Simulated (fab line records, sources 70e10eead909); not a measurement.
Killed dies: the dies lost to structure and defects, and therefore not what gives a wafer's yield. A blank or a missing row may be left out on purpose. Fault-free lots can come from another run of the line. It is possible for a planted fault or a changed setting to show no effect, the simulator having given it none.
What tool caused it? | flow nandHarc | route of 1302 steps, sampled at 1 step: 12 lots, 36 wafers

== WHAT THE GAUGES SHOWED, per wafer ==
NHARC_A_ONON_D1_THK_MEAS_05: measures by ellipsometry.
lot  | measured     | on           | thkNm (nm)
L075 | day 8 05:30  | filmMetro-02 | 993 993 990
L077 | day 8 22:15  | filmMetro-02 | 1002 1001 1004
L079 | day 10 00:11 | filmMetro-02 | 991 991 991
L082 | day 11 03:10 | filmMetro-01 | 1010 1009 1007
L083 | day 11 13:57 | filmMetro-01 | 998 999 998
L086 | day 12 12:26 | filmMetro-02 | 1010 1012 1012
L087 | day 13 12:06 | filmMetro-01 | 1009 1012 1010
L088 | day 13 20:34 | filmMetro-02 | 994 997 997
L091 | day 14 21:28 | filmMetro-02 | 997 999 998
L092 | day 15 14:38 | filmMetro-01 | 989 990 989
L094 | day 16 09:35 | filmMetro-01 | 997 997 998
L097 | day 17 15:40 | filmMetro-02 | 1010 1010 1009

== EACH LOT AND THE TOOL THAT RAN IT (in order: tool; ch and the chambers of the sampled wafers; start) ==
Before these readings, the record contains no process step.

== THE ANSWER, worked out from the rows above alone ==
Rule: the lots themselves supply what counts as usual. The widest of any qualifying gaps counts: lots, ordered by their means at a reading, are off when they make up no more than a third of the lots, leave a main group of 4 or more, and stand apart from it by 3 or more times the standard deviation of that group's means. Not used: any main group whose means are identical at the precision the tables above print for the reading. A lot without any number at a reading at which 4 lots or more have one is off too. Any other lot the step has rows for is counted as sound.
No lot is off on any of the readings shown, so nothing can be concluded from this.

== WHAT THE SIMULATOR HAD PUT IN ==
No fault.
